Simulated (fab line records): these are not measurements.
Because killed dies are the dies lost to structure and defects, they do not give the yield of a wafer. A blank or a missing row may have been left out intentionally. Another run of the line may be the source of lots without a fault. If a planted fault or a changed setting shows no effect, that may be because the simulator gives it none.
Which tool is to blame? || flow nand-harc || 11 lots, 33 wafers sampled, at 6 steps of a route of 1159

WHAT THE GAUGES READ, wafer by wafer
NHARC_P_ZERO_WELL_CD_MEAS_24: the cd target is 720 nm. Usual: cd-nm at 720.5 nm, with a standard deviation of 1.5.
{"lot": "L482", "measured": "day 1 14:35", "on": "cd-sem-02", "cd-nm (nm)": "719.9 717.4 718.2", "flag": ""}
{"lot": "L483", "measured": "day 1 20:38", "on": "cd-sem-01", "cd-nm (nm)": "718.7 717.7 718.1", "flag": ""}
{"lot": "L485", "measured": "day 2 08:36", "on": "cd-sem-02", "cd-nm (nm)": "723.7 720.7 722.2", "flag": ""}
{"lot": "L488", "measured": "day 3 02:27", "on": "cd-sem-01", "cd-nm (nm)": "719.5 718.5 719.8", "flag": ""}
{"lot": "L489", "measured": "day 3 08:35", "on": "cd-sem-01", "cd-nm (nm)": "- - -", "flag": "OFF"}
{"lot": "L499", "measured": "day 5 20:32", "on": "cd-sem-01", "cd-nm (nm)": "719.2 720.5 722.0", "flag": ""}
{"lot": "L501", "measured": "day 6 08:28", "on": "cd-sem-01", "cd-nm (nm)": "720.5 719.7 721.3", "flag": ""}
{"lot": "L502", "measured": "day 6 14:35", "on": "cd-sem-02", "cd-nm (nm)": "720.4 719.9 719.6", "flag": ""}
{"lot": "L503", "measured": "day 6 20:28", "on": "cd-sem-01", "cd-nm (nm)": "719.7 720.9 720.1", "flag": ""}
{"lot": "L504", "measured": "day 7 02:21", "on": "cd-sem-03", "cd-nm (nm)": "722.6 722.0 721.7", "flag": ""}
{"lot": "L505", "measured": "day 7 08:31", "on": "cd-sem-01", "cd-nm (nm)": "723.0 721.2 721.2", "flag": ""}

NHARC_END_SORT_01. Usual: killed-at-array 27, standard deviation 10; killed-at-other 0.6, standard deviation 1; killed-at-periphery 3.4, standard deviation 2.7; killed-dies 31, standard deviation 9.7; killed-open 3.4, standard deviation 1.7; killed-short 2.2, standard deviation 1.5.
{"lot": "L482", "measured": "day 18 20:31", "on": "prober-01", "killed-at-array": "30 33 33", "killed-at-other": "1 4 1", "killed-at-periphery": "3 1 1", "killed-dies": "34 38 35", "killed-open": "5 2 3", "killed-short": "1 2 0", "flag": ""}
{"lot": "L489", "measured": "day 20 17:53", "on": "prober-02", "killed-at-array": "8 17 18", "killed-at-other": "1 0 0", "killed-at-periphery": "668 660 659", "killed-dies": "677 677 677", "killed-open": "3 3 8", "killed-short": "0 5 5", "flag": "OFF"}
{"lot": "L499", "measured": "day 24 20:17", "on": "prober-01", "killed-at-array": "52 39 52", "killed-at-other": "0 1 0", "killed-at-periphery": "2 1 2", "killed-dies": "54 41 54", "killed-open": "5 1 2", "killed-short": "6 3 4", "flag": ""}

WHICH TOOL RAN EACH LOT (tool, then ch and the chambers of the sampled wafers, then the start)
{"lot": "L482", "NHARC_P_ZERO_WELL_EXPOSE_21": "krf-scanner-02 ch 0, day 1 14:26", "NHARC_P_ZERO_WELL_DESCUM_39": "rie-diel-03 ch 1,2,3, day 1 16:24", "NHARC_P_ZERO_WELL_RTA_42": "rtp-anneal-01 ch 0, day 1 19:02", "NHARC_P_STI_ETCH_42": "rie-diel-10 ch 1,2,3, day 2 13:55"}
{"lot": "L483", "NHARC_P_ZERO_WELL_EXPOSE_21": "krf-scanner-04 ch 0, day 1 20:29", "NHARC_P_ZERO_WELL_DESCUM_39": "rie-diel-02 ch 1,2,3, day 1 22:26", "NHARC_P_ZERO_WELL_RTA_42": "rtp-anneal-01 ch 0, day 2 01:04", "NHARC_P_STI_ETCH_42": "rie-diel-01 ch 0,2,3, day 2 14:13"}
{"lot": "L485", "NHARC_P_ZERO_WELL_EXPOSE_21": "krf-scanner-03 ch 0, day 2 08:26", "NHARC_P_ZERO_WELL_DESCUM_39": "rie-diel-03 ch 0,1,2, day 2 10:26", "NHARC_P_ZERO_WELL_RTA_42": "rtp-anneal-01 ch 0, day 2 13:09", "NHARC_P_STI_ETCH_42": "rie-diel-01 ch 0,1,3, day 3 03:04"}
{"lot": "L488", "NHARC_P_ZERO_WELL_EXPOSE_21": "krf-scanner-03 ch 0, day 3 02:18", "NHARC_P_ZERO_WELL_DESCUM_39": "rie-diel-03 ch 1,2,3, day 3 04:16", "NHARC_P_ZERO_WELL_RTA_42": "rtp-anneal-02 ch 0, day 3 06:59", "NHARC_P_STI_ETCH_42": "rie-diel-01 ch 0,1,2, day 4 02:02"}
{"lot": "L489", "NHARC_P_ZERO_WELL_EXPOSE_21": "krf-scanner-02 ch 0, day 3 08:26", "NHARC_P_ZERO_WELL_DESCUM_39": "rie-diel-02 ch 0,1,3, day 3 10:17", "NHARC_P_ZERO_WELL_RTA_42": "rtp-anneal-01 ch 0, day 3 12:56", "NHARC_P_STI_ETCH_42": "-"}
{"lot": "L499", "NHARC_P_ZERO_WELL_EXPOSE_21": "krf-scanner-03 ch 0, day 5 20:23", "NHARC_P_ZERO_WELL_DESCUM_39": "rie-diel-12 ch 1,2, day 5 22:13", "NHARC_P_ZERO_WELL_RTA_42": "rtp-anneal-02 ch 0, day 6 01:06", "NHARC_P_STI_ETCH_42": "rie-diel-06 ch 0,2, day 6 21:56"}
{"lot": "L501", "NHARC_P_ZERO_WELL_EXPOSE_21": "krf-scanner-03 ch 0, day 6 08:19", "NHARC_P_ZERO_WELL_DESCUM_39": "rie-diel-02 ch 0,2, day 6 10:17", "NHARC_P_ZERO_WELL_RTA_42": "rtp-anneal-01 ch 0, day 6 13:07", "NHARC_P_STI_ETCH_42": "rie-diel-01 ch 1,3, day 7 05:29"}
{"lot": "L502", "NHARC_P_ZERO_WELL_EXPOSE_21": "krf-scanner-04 ch 0, day 6 14:26", "NHARC_P_ZERO_WELL_DESCUM_39": "rie-diel-12 ch 0,1,3, day 6 16:16", "NHARC_P_ZERO_WELL_RTA_42": "rtp-anneal-01 ch 0, day 6 19:05", "NHARC_P_STI_ETCH_42": "rie-diel-06 ch 1,2, day 7 11:18"}
{"lot": "L503", "NHARC_P_ZERO_WELL_EXPOSE_21": "krf-scanner-02 ch 0, day 6 20:18", "NHARC_P_ZERO_WELL_DESCUM_39": "rie-diel-12 ch 0,2,3, day 6 22:19", "NHARC_P_ZERO_WELL_RTA_42": "rtp-anneal-02 ch 0, day 7 00:56", "NHARC_P_STI_ETCH_42": "rie-diel-06 ch 2,3, day 7 17:17"}
{"lot": "L504", "NHARC_P_ZERO_WELL_EXPOSE_21": "krf-scanner-02 ch 0, day 7 02:11", "NHARC_P_ZERO_WELL_DESCUM_39": "rie-diel-02 ch 0,2,3, day 7 04:10", "NHARC_P_ZERO_WELL_RTA_42": "rtp-anneal-02 ch 0, day 7 06:57", "NHARC_P_STI_ETCH_42": "rie-diel-01 ch 0,1,2, day 8 02:07"}
{"lot": "L505", "NHARC_P_ZERO_WELL_EXPOSE_21": "krf-scanner-02 ch 0, day 7 08:22", "NHARC_P_ZERO_WELL_DESCUM_39": "rie-diel-03 ch 0,2,3, day 7 10:21", "NHARC_P_ZERO_WELL_RTA_42": "rtp-anneal-02 ch 0, day 7 12:58", "NHARC_P_STI_ETCH_42": "rie-diel-01 ch 0,2,3, day 8 02:17"}
- NHARC_P_ZERO_WELL_EXPOSE_21: exposes mask P NWELL, target cd 720 nm.
- NHARC_P_ZERO_WELL_DESCUM_39: chemistry O2, time 3 s.
- NHARC_P_ZERO_WELL_RTA_42: time 300 s.
- NHARC_P_STI_ETCH_42: etches the open film in N2/H2, target depth 80 nm, overetch 24 nm, time 61 s.

AS READ BY THE TOOLS THEMSELVES (means over the sampled wafers that have a number; for cases with no such wafer, the mark the record gives instead)
NHARC_P_ZERO_WELL_DESCUM_39. Usual: drypump-motor-current-A 5.8 A, standard deviation 0.45; oes-product-au 1.001 a.u., standard deviation 0.0078; rf-vpp-V 57.8 V, standard deviation 0.94; showerhead-plenum-p-Torr 1.92 Torr, standard deviation 0.067; throttle-valve-pct 11.312 %, standard deviation 0.0092.
{"lot": "L482", "tool": "rie-diel-03", "drypump-motor-current-A (A)": 5.7, "oes-product-au (a.u.)": 1.007, "rf-vpp-V (V)": 58.0, "showerhead-plenum-p-Torr (Torr)": 1.96, "throttle-valve-pct (%)": 11.311, "flag": ""}
{"lot": "L483", "tool": "rie-diel-02", "drypump-motor-current-A (A)": 6.0, "oes-product-au (a.u.)": 0.995, "rf-vpp-V (V)": 59.1, "showerhead-plenum-p-Torr (Torr)": 1.98, "throttle-valve-pct (%)": 11.313, "flag": ""}
{"lot": "L485", "tool": "rie-diel-03", "drypump-motor-current-A (A)": 5.6, "oes-product-au (a.u.)": 1.000, "rf-vpp-V (V)": 57.1, "showerhead-plenum-p-Torr (Torr)": 1.93, "throttle-valve-pct (%)": 11.316, "flag": ""}
{"lot": "L488", "tool": "rie-diel-03", "drypump-motor-current-A (A)": 5.6, "oes-product-au (a.u.)": 0.993, "rf-vpp-V (V)": 57.9, "showerhead-plenum-p-Torr (Torr)": 1.96, "throttle-valve-pct (%)": 11.311, "flag": ""}
{"lot": "L489", "tool": "rie-diel-02", "drypump-motor-current-A (A)": 5.9, "oes-product-au (a.u.)": 0.995, "rf-vpp-V (V)": 57.9, "showerhead-plenum-p-Torr (Torr)": 1.94, "throttle-valve-pct (%)": 11.310, "flag": ""}
{"lot": "L499", "tool": "rie-diel-12", "drypump-motor-current-A (A)": 5.3, "oes-product-au (a.u.)": 1.004, "rf-vpp-V (V)": 57.6, "showerhead-plenum-p-Torr (Torr)": 1.89, "throttle-valve-pct (%)": 11.302, "flag": ""}
{"lot": "L501", "tool": "rie-diel-02", "drypump-motor-current-A (A)": 5.6, "oes-product-au (a.u.)": 1.002, "rf-vpp-V (V)": 59.0, "showerhead-plenum-p-Torr (Torr)": 1.89, "throttle-valve-pct (%)": 11.309, "flag": ""}
{"lot": "L502", "tool": "rie-diel-12", "drypump-motor-current-A (A)": 5.9, "oes-product-au (a.u.)": 1.005, "rf-vpp-V (V)": 56.9, "showerhead-plenum-p-Torr (Torr)": 1.91, "throttle-valve-pct (%)": 11.314, "flag": ""}
{"lot": "L503", "tool": "rie-diel-12", "drypump-motor-current-A (A)": 5.9, "oes-product-au (a.u.)": 0.995, "rf-vpp-V (V)": 58.0, "showerhead-plenum-p-Torr (Torr)": 1.86, "throttle-valve-pct (%)": 11.307, "flag": ""}
{"lot": "L504", "tool": "rie-diel-02", "drypump-motor-current-A (A)": 5.7, "oes-product-au (a.u.)": 1.000, "rf-vpp-V (V)": 58.3, "showerhead-plenum-p-Torr (Torr)": 1.95, "throttle-valve-pct (%)": 11.307, "flag": ""}
{"lot": "L505", "tool": "rie-diel-03", "drypump-motor-current-A (A)": 6.0, "oes-product-au (a.u.)": 1.007, "rf-vpp-V (V)": 58.0, "showerhead-plenum-p-Torr (Torr)": 1.91, "throttle-valve-pct (%)": 11.318, "flag": ""}

NHARC_P_ZERO_WELL_RTA_42. Usual: anneal-temp-c-max 1105.2, standard deviation 0.91; lamp-power-pct 40 %, standard deviation 3.7; lamp_zone_7_pct 40 %, standard deviation 3.7; wafer_temp_C_max 1104.6, standard deviation 0.9.
{"lot": "L482", "tool": "rtp-anneal-01", "anneal-temp-c-max": 1105.0, "lamp-power-pct (%)": 43, "lamp_zone_7_pct (%)": 43, "wafer_temp_C_max": 1104.0, "flag": ""}
{"lot": "L483", "tool": "rtp-anneal-01", "anneal-temp-c-max": 1104.9, "lamp-power-pct (%)": 43, "lamp_zone_7_pct (%)": 43, "wafer_temp_C_max": 1105.9, "flag": ""}
{"lot": "L485", "tool": "rtp-anneal-01", "anneal-temp-c-max": 1104.6, "lamp-power-pct (%)": 43, "lamp_zone_7_pct (%)": 43, "wafer_temp_C_max": 1105.4, "flag": ""}
{"lot": "L488", "tool": "rtp-anneal-02", "anneal-temp-c-max": 1106.1, "lamp-power-pct (%)": 35, "lamp_zone_7_pct (%)": 36, "wafer_temp_C_max": 1104.7, "flag": ""}
{"lot": "L489", "tool": "rtp-anneal-01", "anneal-temp-c-max": 1103.8, "lamp-power-pct (%)": 43, "lamp_zone_7_pct (%)": 43, "wafer_temp_C_max": 1103.9, "flag": ""}
{"lot": "L499", "tool": "rtp-anneal-02", "anneal-temp-c-max": 1106.4, "lamp-power-pct (%)": 35, "lamp_zone_7_pct (%)": 36, "wafer_temp_C_max": 1104.1, "flag": ""}
{"lot": "L501", "tool": "rtp-anneal-01", "anneal-temp-c-max": 1105.2, "lamp-power-pct (%)": 43, "lamp_zone_7_pct (%)": 43, "wafer_temp_C_max": 1104.1, "flag": ""}
{"lot": "L502", "tool": "rtp-anneal-01", "anneal-temp-c-max": 1104.4, "lamp-power-pct (%)": 43, "lamp_zone_7_pct (%)": 43, "wafer_temp_C_max": 1105.2, "flag": ""}
{"lot": "L503", "tool": "rtp-anneal-02", "anneal-temp-c-max": 1106.0, "lamp-power-pct (%)": 35, "lamp_zone_7_pct (%)": 36, "wafer_temp_C_max": 1104.7, "flag": ""}
{"lot": "L504", "tool": "rtp-anneal-02", "anneal-temp-c-max": 1106.0, "lamp-power-pct (%)": 35, "lamp_zone_7_pct (%)": 36, "wafer_temp_C_max": 1105.5, "flag": ""}
{"lot": "L505", "tool": "rtp-anneal-02", "anneal-temp-c-max": 1105.6, "lamp-power-pct (%)": 35, "lamp_zone_7_pct (%)": 35, "wafer_temp_C_max": 1104.3, "flag": ""}

NHARC_P_STI_ETCH_42. Usual: drypump-motor-current-A 5.7 A, standard deviation 0.35; oes-product-au 0.999 a.u., standard deviation 0.007; rf-fwd-power-W 396.1 W, standard deviation 1.5; rf-vpp-V 429.5 V, standard deviation 2.2; showerhead-plenum-p-Torr 2.00 Torr, standard deviation 0.072; throttle-valve-pct 14.172 %, standard deviation 0.009.
{"lot": "L482", "tool": "rie-diel-10", "drypump-motor-current-A (A)": 6.2, "oes-product-au (a.u.)": 1.001, "rf-fwd-power-W (W)": 395.8, "rf-vpp-V (V)": 431.2, "showerhead-plenum-p-Torr (Torr)": 2.05, "throttle-valve-pct (%)": 14.163, "flag": ""}
{"lot": "L483", "tool": "rie-diel-01", "drypump-motor-current-A (A)": 5.6, "oes-product-au (a.u.)": 0.996, "rf-fwd-power-W (W)": 396.1, "rf-vpp-V (V)": 428.3, "showerhead-plenum-p-Torr (Torr)": 1.98, "throttle-valve-pct (%)": 14.180, "flag": ""}
{"lot": "L485", "tool": "rie-diel-01", "drypump-motor-current-A (A)": 5.5, "oes-product-au (a.u.)": 1.000, "rf-fwd-power-W (W)": 396.3, "rf-vpp-V (V)": 429.7, "showerhead-plenum-p-Torr (Torr)": 1.98, "throttle-valve-pct (%)": 14.165, "flag": ""}
{"lot": "L488", "tool": "rie-diel-01", "drypump-motor-current-A (A)": 5.6, "oes-product-au (a.u.)": 1.003, "rf-fwd-power-W (W)": 396.4, "rf-vpp-V (V)": 428.8, "showerhead-plenum-p-Torr (Torr)": 2.00, "throttle-valve-pct (%)": 14.171, "flag": ""}
{"lot": "L499", "tool": "rie-diel-06", "drypump-motor-current-A (A)": 6.2, "oes-product-au (a.u.)": 0.995, "rf-fwd-power-W (W)": 396.5, "rf-vpp-V (V)": 426.2, "showerhead-plenum-p-Torr (Torr)": 1.91, "throttle-valve-pct (%)": 14.171, "flag": ""}
{"lot": "L501", "tool": "rie-diel-01", "drypump-motor-current-A (A)": 5.5, "oes-product-au (a.u.)": 0.990, "rf-fwd-power-W (W)": 395.1, "rf-vpp-V (V)": 429.8, "showerhead-plenum-p-Torr (Torr)": 2.00, "throttle-valve-pct (%)": 14.176, "flag": ""}
{"lot": "L502", "tool": "rie-diel-06", "drypump-motor-current-A (A)": 5.4, "oes-product-au (a.u.)": 0.997, "rf-fwd-power-W (W)": 395.5, "rf-vpp-V (V)": 427.4, "showerhead-plenum-p-Torr (Torr)": 1.91, "throttle-valve-pct (%)": 14.171, "flag": ""}
{"lot": "L503", "tool": "rie-diel-06", "drypump-motor-current-A (A)": 5.6, "oes-product-au (a.u.)": 1.008, "rf-fwd-power-W (W)": 395.8, "rf-vpp-V (V)": 431.7, "showerhead-plenum-p-Torr (Torr)": 2.07, "throttle-valve-pct (%)": 14.170, "flag": ""}
{"lot": "L504", "tool": "rie-diel-01", "drypump-motor-current-A (A)": 5.6, "oes-product-au (a.u.)": 0.997, "rf-fwd-power-W (W)": 396.5, "rf-vpp-V (V)": 429.4, "showerhead-plenum-p-Torr (Torr)": 2.00, "throttle-valve-pct (%)": 14.165, "flag": ""}
{"lot": "L505", "tool": "rie-diel-01", "drypump-motor-current-A (A)": 5.6, "oes-product-au (a.u.)": 1.006, "rf-fwd-power-W (W)": 396.3, "rf-vpp-V (V)": 427.9, "showerhead-plenum-p-Torr (Torr)": 1.98, "throttle-valve-pct (%)": 14.168, "flag": ""}

THE ANSWER, worked out from the rows above alone
Rule: a lot is off if the mean of its wafers that have a number lies more than 3 standard deviations from the usual mean. A lot without any number at a reading at which 4 lots or more have one is off too. Any other lot the step has rows for is counted as sound. After the gauges, taken in route order, come the tools' own readings; for these a lot's mean is taken, as printed above. The first step at which some lot is off is used, and at that step the reading that is off furthest; a lot without a number counts as furthest.
Off at NHARC_P_ZERO_WELL_CD_MEAS_24 (cd-nm): L489. Without a number there: L489.
If a tool, at a process step before that reading, ran all the lots that are off and no sound lot after the first of them, it fits. Not tried: the gauges at NHARC_P_ZERO_WELL_CD_MEAS_24; whatever is off there is also off at NHARC_END_SORT_01, on other tools, and gauge error can't account for it. None of those tried fits.

WHAT WAS PUT IN BY THE SIMULATOR
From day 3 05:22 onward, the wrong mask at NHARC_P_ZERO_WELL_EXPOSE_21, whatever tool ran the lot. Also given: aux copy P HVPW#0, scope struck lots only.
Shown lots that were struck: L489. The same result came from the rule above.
